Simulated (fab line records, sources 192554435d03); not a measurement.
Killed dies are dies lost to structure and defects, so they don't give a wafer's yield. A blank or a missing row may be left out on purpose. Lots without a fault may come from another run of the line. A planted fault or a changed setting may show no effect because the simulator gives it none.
Chamber matching | flow n5_finfet | N5_ZERO_LAYER_PECVD_02 on pecvd-02: 3 sister chambers
The step deposits SiO2 from SiH4/N2O, target thk 10 nm, time 6 s. 3 wafers are shown with their chamber, then 7 later ones without.

WAFERS WITH THEIR CHAMBER
wafer  | chamber | showerhead_plenum_p_Torr (Torr)
L081.2 | 1       | 8.12
L091.1 | 0       | 8.18
L091.2 | 2       | 8.01

WAFERS WITHOUT THEIR CHAMBER
wafer  | showerhead_plenum_p_Torr (Torr)
L091.3 | 8.12
L092.1 | 7.98
L092.2 | 8.13
L092.5 | 7.99
L096.3 | 8.02
L096.4 | 8.12
L096.6 | 8.01

WHICH CHAMBER EACH WENT THROUGH
wafer  | from the rows above | in truth
L091.3 | 1                   | 1
L092.1 | 2                   | 2
L092.2 | 1                   | 1
L092.5 | 2                   | 2
L096.3 | 2                   | 2
L096.4 | 1                   | 1
L096.6 | 2                   | 2
Placed correctly: 7 of 7. Can't be placed from these rows: 0. Placed wrongly: 0.
How it was worked out, from the rows above alone: a wafer's distance from a chamber is the root of the sum, over the readings, of the square of ((its reading less the chamber's mean) divided by the reading's scatter). The wafer belongs to the nearest chamber; if the next one is less than 2 further off, it can't be placed. A chamber's mean is the mean of its shown wafers. The scatter: with one shown wafer a chamber, the root of the mean of the squares of how far each hidden wafer lies from its nearest shown one.
